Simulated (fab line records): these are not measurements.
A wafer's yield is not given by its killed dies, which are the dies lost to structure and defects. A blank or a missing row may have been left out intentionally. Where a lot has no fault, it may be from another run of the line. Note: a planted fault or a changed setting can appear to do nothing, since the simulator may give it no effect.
fab line records ; flow n5Finfet
record lots=3; wafers=8; lastDay=17
route steps=1938 shown SD_EPI_N@263 SD_EPI_P@295 BEOL_M4@1111 PASSIVATION@1936
lots with no fault: from the same line, run without faults
startH: start of the lot's first displayed wafer, in hours after the record's first day ; waitH: time in hours since the lot's previous step ; " the same as in the row above ; L1.1+2: a single row standing in for several wafers ; - no value, or no start given ; * or withheld: withheld ; < > ~ a bound
route shown NAME@n: NAME is a module with steps in the file, n the number in the route of the first one ; usual: mean and standard deviation over wafers with no fault ; same: alike in all rows ; chamber/n: place in a boat ; sites: per-site readings ; _std_site: standard deviation of those values ; _edge_site: mean of outer sites minus mean of inner sites ; radiusMm: how far each site lies from the wafer's centre ; mask NAME#n: copy n ; behind: tool/chamber where the wafer was last shaped ; hold: what put the lot on hold/how long, in hours/how the hold closed ; device: whichever transistor did not switch (one of n, p or np) ; end of line: the same wafers' tests at the end of the route ; where a step has no rows: the recipe by itself ; killed: the dies lost at the first sort to structure and to defects; this is not the yield of the wafer ; map: shows each die of a wafer: x if killed, . if not, _ if none is there
set.NAME: the run value of the setting; set.NAME@STEP: its run value at that earlier step ; model.NAME: the simulator's own value behind a step, which no gauge read
certain route steps with their lots: each step a table, each wafer a row
services: when a tool's chamber went out of use (startH, in hours from the record's first day, below 0 if earlier), for how many hours, and the reason
## steps
# step N5_SD_EPI_N_COAT_33
# recipe resist=SiARC; tempC=220; timeS=60; spinRpm=1500; resistThkNm=35
# step N5_SD_EPI_N_COAT_03
# recipe resist=CAR-ArF-block; spinRpm=1500; resistThkNm=150
# step N5_SD_EPI_N_EBR_05
# recipe solvent=PGMEA; ebrWidthMm=1.5
# step N5_SD_EPI_N_SOFTBAKE_04
# recipe tempC=110; timeS=60; resist=CAR-ArF-block
# step N5_SD_EPI_N_EXPOSE_06
# recipe maskId=SD_N_BLK; na=1.35; sourceShape=conventional; sigmaOuter=0.8; polarization=unpolarized; targetCdNm=120; doseMj=39.75
# step N5_SD_EPI_N_PEB_07
# recipe pebTempC=110; pebTimeS=60; resist=CAR-ArF-block
# step N5_SD_EPI_N_DEVELOP_08
# recipe developTimeS=30; developer=TMAH; resist=CAR-ArF-block; devTempC=23; rinseLiquid=diw; dry=airSpin
# step N5_SD_EPI_N_DESCUM_14
# recipe chemistry=O2; timeS=7.9; sourcePowerW=50; biasPowerW=20; pressureMtorr=20; rfFrequencyHz=2.712e+07; tempC=40; resist=CAR-ArF-block; o2FlowSccm=225
# step N5_SD_EPI_N_ETCH_34
# recipe chemistry=CF4; target=SiARC; targetDepthA=455; maskMaterial=CAR-ArF-block; timeS=75.8; ionEnergyEv=80; pressureMtorr=40; sourceW=545; biasW=36; Ar_flow_sccm=100; cf4FlowSccm=100; ends=cleared
# step N5_SD_EPI_N_ETCH_35
# recipe chemistry=N2/H2; target=SOC; overetchA=1080; maskMaterial=SiARC; tempC=40; ionEnergyEv=100; sourceW=3000; biasW=133; pressureMtorr=20; timeS=486; n2FlowSccm=200; h2FlowSccm=200
# usual drypumpMotorCurrentA=5.5/0.38; oesProductAu=0.69/0.08; rfVppV=241.7/1; showerheadPlenumPTorr=2.62/0.053; throttleValvePct=23.82/0.26
lot.wafer;tool;chamber;startH;waitH;drypumpMotorCurrentA;oesProductAu;rfHoursCounterH;rfVppV;showerheadPlenumPTorr;throttleValvePct;model.SD_EPI_N.cdNm;model.SiARC_of_SD_EPI_N_COAT_33.thkNm
L748.1;rieDiel-03;3;86.32;0.0;5.3;0.67;157;242.9;2.66;24.01;118.8;20.4
L748.4;rieDiel-03;0;86.32;0.0;5.9;0.84;8;242.8;2.71;23.58;119;19.8
L748.6;rieDiel-03;0;86.32;0.0;5.9;0.85;-;243.5;2.71;23.59;119.4;19.8
L750.2;rieDiel-03;2;99.77;0.0;5.3;0.64;190;242.3;2.65;23.79;120.6;19.4
L750.3;rieDiel-03;3;99.77;0.0;5.3;0.66;163;242.0;2.65;24.02;119.2;20.4
L750.6;rieDiel-03;0;99.77;0.0;5.9;0.83;-;242.1;2.70;23.59;119.6;19.6
L762.5;rieDiel-03;3;171.10;0.2;5.3;0.62;-;242.1;2.64;24.05;119.6;22.8
L762.6;rieDiel-03;0;171.10;0.2;5.8;0.80;-;242.6;2.70;23.64;119.2;20
# step N5_SD_EPI_N_STRIP_36
# recipe chemistry=N2/H2; tempC=40; n2FlowSccm=200; h2FlowSccm=200; rfFrequencyHz=6e+07
# step N5_SD_EPI_N_ETCHBACK_44
# recipe chemistry=CH3F/O2; mode=anisotropicEtchback; target=SiNx; targetDepthA=145; stopOn=SiO2; overEtchFrac=0.3; ionEnergyEv=120; pressureMtorr=30; sourceW=395; biasW=73; Ar_flow_sccm=150; CH3F_flow_sccm=30; O2_flow_sccm=20
# step N5_SD_EPI_N_ETCH_45
# recipe chemistry=CH3F/O2; target=SiOCN; targetDepthA=60; maskMaterial=SOC; ionEnergyEv=60; biasW=29; pressureMtorr=15; sourceW=410; Ar_flow_sccm=150; CH3F_flow_sccm=30; O2_flow_sccm=20
# step N5_SD_EPI_N_ETCH_16
# recipe chemistry=CHF3/O2; target=SiO2; targetDepthA=50; maskMaterial=SOC; pressureMtorr=30; sourceW=650; biasW=170; Ar_flow_sccm=200; CHF3_flow_sccm=50; O2_flow_sccm=5; ionEnergyEv=200
# usual drypumpMotorCurrentA=5.5/0.37; oes_o_777_au=0.77/0.086; oesProductAu=0.77/0.094; rfVppV=526/6.6; showerheadPlenumPTorr=2.49/0.047; throttleValvePct=18.87/0.2
lot.wafer;tool;chamber;startH;waitH;drypumpMotorCurrentA;oes_o_777_au;oesProductAu;rfHoursCounterH;rfVppV;showerheadPlenumPTorr;throttleValvePct;model.SiARC_of_SD_EPI_N_COAT_33.thkNm
L748.1;rieDiel-03;3;86.84;0.1;5.3;0.72;0.72;157;523;2.50;18.84;13.4
L748.4;rieDiel-03;0;86.84;0.1;5.8;0.92;0.95;8;540;2.57;18.74;12.4
L748.6;rieDiel-03;0;86.84;0.1;5.9;0.92;0.95;-;539;2.57;18.76;12.4
L750.2;rieDiel-03;2;100.29;0.1;5.3;0.73;0.71;190;530;2.51;18.75;12
L750.3;rieDiel-03;3;100.29;0.1;5.3;0.72;0.72;163;525;2.50;18.85;13.4
L750.6;rieDiel-03;0;100.29;0.1;5.9;0.91;0.94;-;538;2.57;18.77;12.2
L762.5;rieDiel-03;3;171.49;0.0;5.3;0.70;0.69;-;523;2.49;18.92;15.8
L762.6;rieDiel-03;0;171.49;0.0;5.9;0.86;0.90;-;539;2.56;18.79;12.4
# step N5_SD_EPI_N_STRIP_47
# recipe chemistry=CHF3/O2; resist=SiARC; rfFrequencyHz=6e+07
# step N5_SD_EPI_N_SD_RECESS_17
# recipe chemistry=HBr/Cl2/O2; targetDepthA=410; maskMaterial=SOC; timeS=23.7; btTimeS=3; pressureMtorr=10; icpW=800; biasW=112; HBr_flow_sccm=150; Cl2_flow_sccm=80; O2_flow_sccm=12
# usual drypumpMotorCurrentA=5.7/0.5; heBacksideLeakSccm=2.8/0.34; oes_o_777_au=0.993/0.017; oesProductAu=0.995/0.015; throttleValvePct=37.1/0.46
lot.wafer;tool;chamber;startH;waitH;drypumpMotorCurrentA;heBacksideLeakSccm;oes_o_777_au;oesProductAu;rfHoursCounterH;throttleValvePct;model.SD_EPI_N.cdNm
L748.1;rieSi-06;2;86.91;0.0;5.7;2.3;1.010;0.985;3;36.6;118.8
L748.4;rieSi-06;0;86.91;0.0;6.4;2.7;0.997;1.020;165;37.5;119
L748.6;rieSi-06;1;86.91;0.0;4.9;2.7;0.971;0.979;-;36.9;119.4
L750.2;rieSi-06;2;100.36;0.0;5.7;2.4;1.010;0.993;3;36.5;121
L750.3;rieSi-06;1;100.36;0.0;4.9;2.9;0.964;0.987;121;36.9;119.4
L750.6;rieSi-06;3;100.36;0.0;5.5;2.6;0.983;0.997;-;37.6;119.8
L762.5;rieSi-05;0;171.57;0.1;5.0;2.7;1.024;1.018;-;37.6;119.6
L762.6;rieSi-05;3;171.57;0.1;5.3;2.9;1.000;1.004;-;37.4;119.4
# step N5_SD_EPI_N_STRIP_38
# recipe chemistry=N2/H2; powerW=1000; tempC=250; h2Frac=0.65; overashFraction=0.3; pressureMtorr=withheld; n2FlowSccm=1750; h2FlowSccm=3250
# step N5_SD_EPI_N_WET_ETCH_43
# recipe chemistry=dHF; dilution=withheld; timeS=14; target=SiO2; targetDepthA=15; tempC=25
# step N5_SD_EPI_N_STRIP_18
# recipe chemistry=SPM; timeS=750; tempC=130; h2so4H2o2VolRatio=4
# step N5_SD_EPI_N_SRD_20
# recipe dry=ipaMarangoni; doPpb=5; timeS=30; tempC=23; rinseLiquid=diw
# step N5_SD_EPI_N_PRECLEAN_48
# recipe chemistry=NF3:NH3; afsCycles=2; tempC=30; timeS=20; sublimationTempC=180; sublimationTimeS=60; pressureTorr=3; rfPowerW=30
# step N5_SD_EPI_N_VAPOR_ETCH_50
# recipe chemistry=HCl; target=Si; tempC=775; timeS=54; pressureTorr=20; mode=isotropic
# step N5_SD_EPI_N_EPI_21
# recipe material=Si:P; dopant=P; tempC=680; pressureTorr=255; timeS=690
# step N5_SD_EPI_N_PRECLEAN_24
# recipe chemistry=O3/DIW; timeS=60; tempC=22; o3Ppm=10
# step N5_SD_EPI_N_SRD_25
# recipe timeS=30; tempC=23; rinseLiquid=diw; dry=ipaMarangoni
# step N5_SD_EPI_N_PRECLEAN_49
# recipe chemistry=NF3:NH3; afsCycles=1; tempC=30; timeS=20; sublimationTempC=180; sublimationTimeS=60; pressureTorr=3; rfPowerW=30
# step N5_SD_EPI_N_LINER_46
# recipe material=SiNx; targetThkA=30; tempC=400; aldPrecursorFamily=SiH2I2; aldCoReactant=N2/H2-plasma; pressureTorr=2
# step N5_SD_EPI_P_COAT_34
# recipe resist=SOC; tempC=250; timeS=60; spinRpm=1500; resistThkNm=350
# step N5_SD_EPI_P_COAT_35
# recipe resist=SiARC; tempC=220; timeS=60; spinRpm=1500; resistThkNm=35
# step N5_SD_EPI_P_COAT_03
# recipe resist=CAR-ArF-block; spinRpm=1500; resistThkNm=150
# step N5_SD_EPI_P_EBR_05
# recipe solvent=PGMEA; ebrWidthMm=1.5
# step N5_SD_EPI_P_SOFTBAKE_04
# recipe tempC=110; timeS=60; resist=CAR-ArF-block
# step N5_SD_EPI_P_EXPOSE_06
# recipe maskId=SD_P_BLK; na=1.35; sourceShape=conventional; sigmaOuter=0.8; polarization=unpolarized; targetCdNm=240; doseMj=39.5
# step N5_SD_EPI_P_PEB_07
# recipe pebTempC=110; pebTimeS=60; resist=CAR-ArF-block
# step N5_SD_EPI_P_DEVELOP_08
# recipe developTimeS=30; developer=TMAH; resist=CAR-ArF-block; devTempC=23; rinseLiquid=diw; dry=airSpin
# step N5_BEOL_M4_RC_MEAS_101
# usual DIBL_N=37.0/1.7; DIBL_P=36.7/2; IOFF_N=0.17/0.035; IOFF_P=0.22/0.035; ION_N=672/12; ION_P=461/7.5; SS_N=71.6/0.67; SS_P=73.4/0.64; VT_N=250/3.5; VT_P=-250/3.5
lot.wafer;tool;chamber;startH;waitH;DIBL_N[mV/V];DIBL_P[mV/V];IOFF_N[nA/um];IOFF_P[nA/um];ION_N[uA/um];ION_P[uA/um];SS_N[mV/dec];SS_P[mV/dec];VT_N[mV];VT_P[mV]
L748.1;prober-01;0;196.15;0.0;35.6;36.2;0.14;0.20;668;458;71.8;72.9;251;-251
L748.4;prober-01;0;196.15;0.0;39.0;38.9;0.22;0.26;695;469;72.3;73.1;244;-247
L748.6;prober-01;0;196.15;0.0;36.1;36.4;0.15;0.21;659;453;71.6;73.6;251;-249
L750.2;prober-02;0;216.16;0.2;38.0;38.1;0.19;0.24;674;454;72.5;73.4;247;-248
L750.3;prober-02;0;216.16;0.2;34.9;33.9;0.13;0.18;668;454;71.3;72.9;256;-254
L750.6;prober-02;0;216.16;0.2;36.8;36.7;0.16;0.21;677;461;71.5;73.6;248;-250
L762.6;prober-01;0;300.98;0.8;37.2;35.4;0.15;0.21;646;448;72.3;72.8;255;-250
# step N5_PASSIVATION_PROBE_49
# usual defectLimitedYield=91.1/1.3; killed_at_M0_to_M3=35/11; killed_at_M4_up=13/5.4; killedAtContacts=14/6.5; killedAtFrontEnd=41/11; killedAtOther=4/3.1; killedDies=106/15; killedOnRim=14/3.7; killedOpen=69/12; killedShort=35/7; sort_bin_5_function=5.2/0.86; sort_bin_6_memory=3.4/0.64; sortNPass=1074/15; sortYieldPct=91.0/1.3
# same grossDies=1180; killedAtBackSide=0; sort_bin_4_leakage[%]=0; sort_bin_8_speed[%]=0
lot.wafer;tool;chamber;startH;waitH;defectLimitedYield[%];killed_at_M0_to_M3;killed_at_M4_up;killedAtContacts;killedAtFrontEnd;killedAtOther;killedDies;killedOnRim;killedOpen;killedShort;sort_bin_5_function[%];sort_bin_6_memory[%];sortNPass;sortYieldPct[%]
L748.4;prober-02;-;295.74;0.2;91.4;28;10;13;45;5;101;11;73;28;5.7;2.7;1079;91.4
L750.3;prober-02;-;314.55;0.1;93.1;39;8;10;22;3;82;9;52;26;4.2;2.4;1098;93.1
L762.5;prober-01;-;407.89;0.2;8.7;48;17;29;976;7;1077;150;106;30;86.4;4.5;103;8.7
# killed by level:class
L748.4 STI_FIN_REVEAL:geometricParticle:open=16 BEOL_M2:geometricParticle:open=14 MOL_CONTACT_COAG:geometricParticle:open=10 FIN_SAQP:geometricParticle:short=5 BEOL_M0_SAQP:geometricParticle:short=5 STARTING-WAFER:geometricParticle:short=4 STARTING-WAFER:geometricParticle:open=4 FIN_SAQP:geometricParticle:open=3
L750.3 BEOL_M3:geometricParticle:open=10 BEOL_M0_SAQP:geometricParticle:open=8 MOL_CONTACT_COAG:geometricParticle:open=7 BEOL_M0_SAQP:geometricParticle:short=7 GATE_CUT:geometricParticle:short=6 BEOL_M1:geometricParticle:open=5 BEOL_M2:geometricParticle:open=5 BEOL_M4:geometricParticle:open=4
L762.5 SD_EPI_N:areaEtch=941 MOL_CONTACT_COAG:geometricParticle:open=23 BEOL_M3:geometricParticle:open=18 STI_FIN_REVEAL:geometricParticle:open=10 BEOL_M4:geometricParticle:open=9 DUMMY_GATE:geometricParticle:open=7 BEOL_M1:geometricParticle:open=7 BEOL_M0_SAQP:geometricParticle:open=7
# map L762.5 (x killed, . not)
_________________xxxxxxxxxxxx________________
______________xxxxxxxxxxxxxxxxxx_____________
___________xxxxxxxxxxxxxxxxxxxxxxxx__________
__________xxxxxxxxxxxxxxxxxxxxxxxxxx_________
________xxxxxxxxx.x.x.xx.xxxxxxxxxxxxx_______
_______xxxxx.xxxx.xx.x..xxxxxxxxxxxxxxx______
______xxxxxxx..x.xx..x..xxxxx.xxxxxxxxxx_____
_____xxxx.x.xxxx.x..x.xxxxxxxxxxxxxxxxxxx____
____xxxxxxxxxxx.x..xx.xxxxxx.xxxxxxxxxxxxx___
___xxxxxxxxx.xxx.xxxxxxxxxxxxxxxxxxxxxxxxxx__
___xxxxxxxxxxxxx.xxxxxxxxxxxxxxxxxxxxxxxxxx__
__xxxxxxxxxxxxxxxxxxxxxxxxxxxx.xxxxxxxxxxxxx_
__xxxxxxxxxxxxxxxxxxxxxxxxxxxxxxxx.xx.xxxxxx_
_xxxxxxxxxxxxxxxxxxxxxxxxxxxxxxx....x.xxxxxxx
_xxxxxxxxxxxxxxxxxxxxxxxxxxxxxx..x...xxxxxxxx
_xxxxxxxxxxxxxxxxxxxxxxxxxxxxxxx..x..x.xxxxxx
_xxxxxxxxxxxxxxxxxxxxxxxxxxxxxx.........xxxxx
_xxxxxxxxxxxxxxxxxxxxxxxxxxxxxxxx..x.xxxxxxxx
_xxxxxxxxxxxxxxxxxxxxxxxxxxxxxx...x.x.xxxxxxx
_xxxxxxxxxxxxxx.xxxxx.xxxxxxxxxxxxxx.xxx.xxxx
_xxxxxxxxxxxx.x.xxxxx.xxxxxxxxxxxx.xxx.xxxxxx
__xxxxxxxxxxx.xxxxxx.xxxxxxxxxxxxxxxxx.xxxxx_
__xxxxxxxxxxx.x.xxxxxxxxxxxxxxxxxxxxxxx.xxxx_
___xxxxxxxx.....x.xxxxxxxxxxxxxxxxxxxxx..xx__
___xxxxxxxxxxxx..xxxxxxxxxxxxxxxxxxxxx..xxx__
____xxxxxxxxx.xx.xx.xxxxxxxxxxxxx.xx.xxx.x___
_____xxxxxxxxxxxxxxxxxxxxxxxxxxxxxxxxxxx.____
______xxxxxxxxxxxxxxxxxx.xxxxxxxxxxxxxxx_____
_______xxxxxxxxxxxxxxxxxxxxxxxxxxxxxxxx______
________xxxxxxxxxxxxxxxxxx.x.xxxxxxxxx_______
__________xxxxxxxxxxxxxxxxxxxxxxxxxx_________
___________xxxxxxxxxxxxxxxxxxxxxxxx__________
______________xxxxxxxxxxxxxxxxxx_____________
_________________xxxxxxxxxxxx________________
# map L750.6 (x killed, . not)
_________________...x.......x________________
______________......x.x.......x._____________
___________....................x...__________
__________..................x......._________
________...x...x.....x.x......x.x....._______
_______.......x.....x............x.....______
______.................................._____
_____..x.x..............x................____
____.....................x...xx..........x___
___...........................x....x.......__
___......x....x........x................x..__
__...x...............xx.......x.........x..._
__..............x.....x.......x............._
_.x.x...x............xx.....xx..........x....
_.....x.......x..............................
_.........x........x...................x.....
_.........x.........x........................
_.x.....................x....x.............xx
_.....................x...........x.x........
_............................................
_...x.............x...........x...x..........
__.........................................x_
__............................x......x..x..._
___......x.....x............x.............x__
___x...x....................x..............__
____.............x.......x............x...___
_____..xx...xx.....................xx....____
______.x......x..............x......x..._____
_______.......x..x..x...............xx.______
________........x...........x.....x..._______
__________.........................._________
___________......x..x.....x...x....__________
______________.............xx..._____________
_________________............________________
## services
tool;chamber;startH;hours;kind
rieDiel-03;1;72.51;-;clean
rieDiel-03;1;72.51;-;consumableReplace:focusRing
rieDiel-03;1;72.51;12.8;scheduledDown
rieDiel-03;1;72.51;12.8;ventCycle
rieSi-06;2;125.41;9.6;repair
rieDiel-03;0;131.31;33.0;repair
rieSi-06;-;136.52;14.6;pm
rieDiel-03;1;139.08;7.7;repair
rieSi-06;-;151.12;10.0;pm
rieSi-05;2;154.40;4.4;repair
rieSi-06;-;161.86;0.6;repair
rieSi-05;2;166.63;18.6;repair
## key
firstSign step=N5_PASSIVATION_PROBE_49; reading=sort_bin_5_function; direction=up; sigmas=94; usual=5.2; struck=86.4
effect step=N5_PASSIVATION_PROBE_49; reading=killedAtFrontEnd; direction=up; sigmas=84; usual=41; struck=976
modelEffect step=N5_SD_EPI_N_ETCH_35; value=SD_EPI_N.cdNm; without=121.8; struck=119.6
modelEffect step=N5_SD_EPI_N_ETCH_16; value=SiARC_of_SD_EPI_N_COAT_33.thkNm; without=13.6; struck=15.8
modelEffect step=N5_SD_EPI_N_SD_RECESS_17; value=SD_EPI_N.cdNm; without=122; struck=119.6
moreKillsBornAt N5_SD_EPI_N_ETCH_35@rieDiel-03=941
metAt N5_SD_EPI_N_ETCH_35
struckWafers L762.5
laterRowsLeftOut L762.5
onsetBetween 99.77 171.10
fault kind=processParameterDrift; tool=rieDiel-03; chamber=-; onsetH=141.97; steps=N5_SD_EPI_N_ETCH_35; channel=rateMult; offset=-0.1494; shape=step; endH=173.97; scope=struckWafersOnly
# laterRowsLeftOut: the simulator's readings of these wafers behind a module that went badly wrong aren't trusted and aren't shown, but for the sort
